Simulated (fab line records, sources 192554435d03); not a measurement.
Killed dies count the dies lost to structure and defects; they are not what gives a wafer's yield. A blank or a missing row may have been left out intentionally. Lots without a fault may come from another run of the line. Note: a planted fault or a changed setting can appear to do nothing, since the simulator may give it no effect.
Code-filled problem report in 8D (eight disciplines) form | flow n5Finfet | the parts of the form that need people (team, actions taken, sign-off) are left out

== 1. WHAT IS WRONG ==
Wafers without a fault read 13, standard deviation 5.3; killed_at_M4_up at N5_PASSIVATION_PROBE_49 reads a mean of 122 on 6 wafers belonging to 2 lots. Measured from the usual mean, that is +21 standard deviations.
Seen first at day 15 17:16 on prober-02, wafer L999.3. At this step, 12 wafers from 4 lots have a number in the record. The rule behind "out" and "out of limits": a value lying over 4 standard deviations away from the usual mean. The other wafers with a number count as sound.

== 2. WHAT IT IS; WHAT IT IS NOT ==
question                    | is                                                                                            | is not
which readings at this step | killed_at_M4_up, defectLimitedYield, killedDies, sort_bin_5_function, sortNPass, sortYieldPct | killed_at_M0_to_M3, killedAtContacts, killedAtFrontEnd, killedAtOther, killedOpen, killedShort
which lots                  | L998, L999                                                                                    | L987, L993
which wafers of those lots  | all that have a number                                                                        | -
read on which tools         | prober-01, prober-02                                                                          | -
when                        | from day 15 17:16                                                                             | up to then (6 sound wafers)

== 3. WHAT RULES OUT EACH SUSPECT ==
Counting: any tool at a process step up to the reading is kept as a suspect provided that every lot that is out went through it and no sound lot did after the first of them.
- pvdSputter-03 at N5_BEOL_M4_ANNEAL_49 (time 240 s): kept. It processed each lot that is out, first L998 at day 11 08:08, and no sound lot thereafter; up to then, the last sound lot it processed was L993 at day 9 12:47.
- pvdSputter-03 at N5_BEOL_M4_ANNEAL_82 (time 240 s): kept. It processed each lot that is out, first L998 at day 11 08:35, and no sound lot thereafter; up to then, the last sound lot it processed was L993 at day 9 13:14.
- pvdSputter-03 at N5_BEOL_M4_SPUTTER_88 (material Cu, target thk 4.5 nm, time 8.29 s): kept. It processed each lot that is out, first L998 at day 11 08:56, and no sound lot thereafter; up to then, the last sound lot it processed was L993 at day 9 13:35.
- pvdSputter-03 at N5_BEOL_M4_SPUTTER_90 (material Cu, target thk 4.5 nm, time 8.29 s): kept. It processed each lot that is out, first L998 at day 11 09:10, and no sound lot thereafter; up to then, the last sound lot it processed was L993 at day 9 13:49.
- pvdSputter-03 at N5_BEOL_M4_ANNEAL_93 (time 240 s): kept. It processed each lot that is out, first L998 at day 11 09:28, and no sound lot thereafter; up to then, the last sound lot it processed was L993 at day 9 14:07.
Left after counting: pvdSputter-03 at N5_BEOL_M4_ANNEAL_49, pvdSputter-03 at N5_BEOL_M4_ANNEAL_82, pvdSputter-03 at N5_BEOL_M4_SPUTTER_88, pvdSputter-03 at N5_BEOL_M4_SPUTTER_90, pvdSputter-03 at N5_BEOL_M4_ANNEAL_93.

== 4. THE CAUSE (what the simulator had put in) ==
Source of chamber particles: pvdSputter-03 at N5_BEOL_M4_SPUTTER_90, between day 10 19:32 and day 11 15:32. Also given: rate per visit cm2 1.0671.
Of the 5 suspects that counting leaves, this tool is one.

== 5. THE CHAIN OF EFFECTS, in route order ==
Each row: a reading where the mean over the struck wafers with a number is more than 3 standard deviations away from the usual. Only readings whose record carries a usual standard deviation are examined. hours: median over the lots of the time between each lot's start at the first step of this table that gives one and its start at this step. sigmas: the change, counted in usual standard deviations.
hours | step                    | reading             | usual  | on struck wafers | change | sigmas
0     | N5_PASSIVATION_PROBE_49 | defectLimitedYield  | 91.3 % | 82.5             | -8.8   | -5.9
0     | N5_PASSIVATION_PROBE_49 | killed_at_M4_up     | 13     | 122              | +109   | +21
0     | N5_PASSIVATION_PROBE_49 | killedDies          | 103    | 207              | +104   | +6.1
0     | N5_PASSIVATION_PROBE_49 | sort_bin_5_function | 5.0 %  | 10.8             | +5.8   | +6.0
0     | N5_PASSIVATION_PROBE_49 | sortNPass           | 1077   | 973              | -104   | -6.1
0     | N5_PASSIVATION_PROBE_49 | sortYieldPct        | 91.3 % | 82.5             | -8.8   | -5.9
It contains these process steps:
- N5_PASSIVATION_PROBE_49

== 6. HOW IT WOULD HAVE BEEN CAUGHT EARLIER ==
First out-of-limits reading in this record: day 15 17:16, which is 118 hours after fault onset at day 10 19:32.
An alarm limit of 4 standard deviations would not have fired on the tool readings at N5_BEOL_M4_SPUTTER_90 for which the record gives a usual standard deviation, since none of them was out on any struck wafer.
Each of the lots that are out, 2 in all, had begun N5_BEOL_M4_SPUTTER_90 on pvdSputter-03 no later than day 15 17:16. A hold on the tool at that time would have spared none of them.
